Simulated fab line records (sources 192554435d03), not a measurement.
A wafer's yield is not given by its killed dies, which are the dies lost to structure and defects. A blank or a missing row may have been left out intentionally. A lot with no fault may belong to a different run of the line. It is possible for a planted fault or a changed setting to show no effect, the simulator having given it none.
Split-lot trial -- flow n5 finfet -- route with 1938 steps; 7 lots, 39 wafers read

== ABOUT THE SPLIT ==
At N5_DUMMY_GATE_ETCH_31 (etches SiO2 in C4F6/O2, target depth 82.5 nm, time 27.5 s), the setting target depth a was moved away from the recipe's 825 angstrom on 18 of the 39 wafers read, by -10.2% to +4.7%. All remaining wafers had this setting at the recipe value.

The split's own step is where the reading is taken.

== THE READING ==
SOC_of_DUMMY_GATE_COAT_34.thk nm (the simulator's own value, which no gauge read), in nm, at N5_DUMMY_GATE_ETCH_31 (etches SiO2 in C4F6/O2, target depth 82.5 nm, time 27.5 s). There is no usual value for it anywhere in the file. Across the 21 wafers here that went through the recipe, the average is 52.0 nm and the standard deviation 0.27 nm.

wafer,"tool, chamber at the split","target depth a as run, angstrom",against the recipe,"SOC_of_DUMMY_GATE_COAT_34.thk nm, nm",against lot-mates on the recipe
L074.1,"rie diel-01, 3",825,recipe,52.4,-
L074.2,"rie diel-01, 0",825,recipe,51.8,-
L074.5,"rie diel-01, 0",825,recipe,52,-
L075.1,"rie diel-06, 1",740.6,-10.2%,52.8,+0.8
L075.2,"rie diel-06, 3",740.6,-10.2%,52.6,+0.6
L075.3,"rie diel-06, 0",825,recipe,52,-
L075.4,"rie diel-06, 2",825,recipe,52,-
L075.5,"rie diel-06, 1",740.6,-10.2%,52.8,+0.8
L075.6,"rie diel-06, 0",825,recipe,52,-
L080.1,"rie diel-03, 2",863.9,+4.7%,51.4,-0.3
L080.2,"rie diel-03, 3",863.9,+4.7%,51.2,-0.5
L080.3,"rie diel-03, 0",825,recipe,51.8,-
L080.4,"rie diel-03, 2",863.9,+4.7%,51.4,-0.3
L080.5,"rie diel-03, 0",825,recipe,51.8,-
L080.6,"rie diel-03, 3",825,recipe,51.6,-
L089.1,"rie diel-06, 1",825,recipe,52.2,-
L089.2,"rie diel-06, 3",825,recipe,52.2,-
L089.3,"rie diel-06, 0",825,recipe,52.4,-
L089.4,"rie diel-06, 2",743.4,-9.9%,52.8,+0.5
L089.5,"rie diel-06, 2",743.4,-9.9%,52.6,+0.3
L089.6,"rie diel-06, 1",743.4,-9.9%,53,+0.7
L095.1,"rie diel-03, 1",825,recipe,52,-
L095.2,"rie diel-03, 2",825,recipe,52.2,-
L095.3,"rie diel-03, 3",792.7,-3.9%,52.4,+0.3
L095.4,"rie diel-03, 0",792.7,-3.9%,52.6,+0.5
L095.5,"rie diel-03, 0",792.7,-3.9%,52.6,+0.5
L095.6,"rie diel-03, 1",825,recipe,52,-
L096.1,"rie diel-03, 1",748.3,-9.3%,52.8,+0.6
L096.2,"rie diel-03, 3",825,recipe,52.2,-
L096.3,"rie diel-03, 2",748.3,-9.3%,53.2,+1.0
L096.4,"rie diel-03, 0",748.3,-9.3%,53,+0.8
L096.5,"rie diel-03, 0",825,recipe,52.2,-
L096.6,"rie diel-03, 1",825,recipe,52.2,-
L097.1,"rie diel-06, 0",746.5,-9.5%,52.6,+1.0
L097.2,"rie diel-06, 1",825,recipe,52,-
L097.3,"rie diel-06, 3",746.5,-9.5%,52.4,+0.8
L097.4,"rie diel-06, 2",825,recipe,51.4,-
L097.5,"rie diel-06, 2",825,recipe,51.4,-
L097.6,"rie diel-06, 3",746.5,-9.5%,52.2,+0.6

THE FIT
A straight line over all 39 wafers: SOC_of_DUMMY_GATE_COAT_34.thk nm changes by -0.0843 nm for each +1% of target depth a; r = -0.83; the points scatter about the line by 0.28 nm.
The same after taking each lot's own level away (the mean of its wafers on the recipe; 39 wafers): -0.0752 nm for each +1%; r = -0.91; scatter 0.17 nm.
According to that fit, moving target depth a by its largest amount changes the reading by 0.77 nm.
Across the lots, their own levels run from 51.60 to 52.27 nm, a range of 2.4 times the standard deviation given above.
So the slope is not independent of the lot-to-lot level: the two fits are not the same.
Check: +0.772 nm against its lot-mates is what the line predicts for one of the wafers moved furthest among these (-10.2%) when that wafer is left out of the fit. Against them it came out at +0.8 nm.

== ADDITIONAL SPLITS CARRIED BY THESE WAFERS ==
Before the reading, these wafers also passed through other splits. Each is held against what the fit with the lots' levels taken away leaves over:
other split on the same wafers,wafers away from the commonest value,r with SOC_of_DUMMY_GATE_COAT_34.thk nm (lot level and that fit taken away)
N5_WELL_APT_IMPLANT_14 energy kev,15,+0.09
N5_WELL_APT_IMPLANT_15 energy kev,18,-0.01
N5_DUMMY_GATE_HM_DEP_06 target thk a,24,+0.16
N5_DUMMY_GATE_EXPOSE_12 dose mj,12,+0.09

== THE WHOLE CHAIN: every reading that the file lists as answering this split, in the file's order ==
step,what it does,reading,change (the file's fit),r (the file's)
N5_DUMMY_GATE_ETCH_31,"etches SiO2 in C4F6/O2, target depth 82.5 nm, time 27.5 s","etch.depth nm (the simulator's own value, which no gauge read)",+0.773 nm for each +1% of the setting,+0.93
N5_DUMMY_GATE_ETCH_31,"etches SiO2 in C4F6/O2, target depth 82.5 nm, time 27.5 s","SOC_of_DUMMY_GATE_COAT_34.thk nm (the simulator's own value, which no gauge read)",-0.0756 nm for each +1% of the setting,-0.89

== FILE'S OWN FIT ==
SOC_of_DUMMY_GATE_COAT_34.thk nm changes by -0.0756 nm for each +1% of target depth a, r = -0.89.
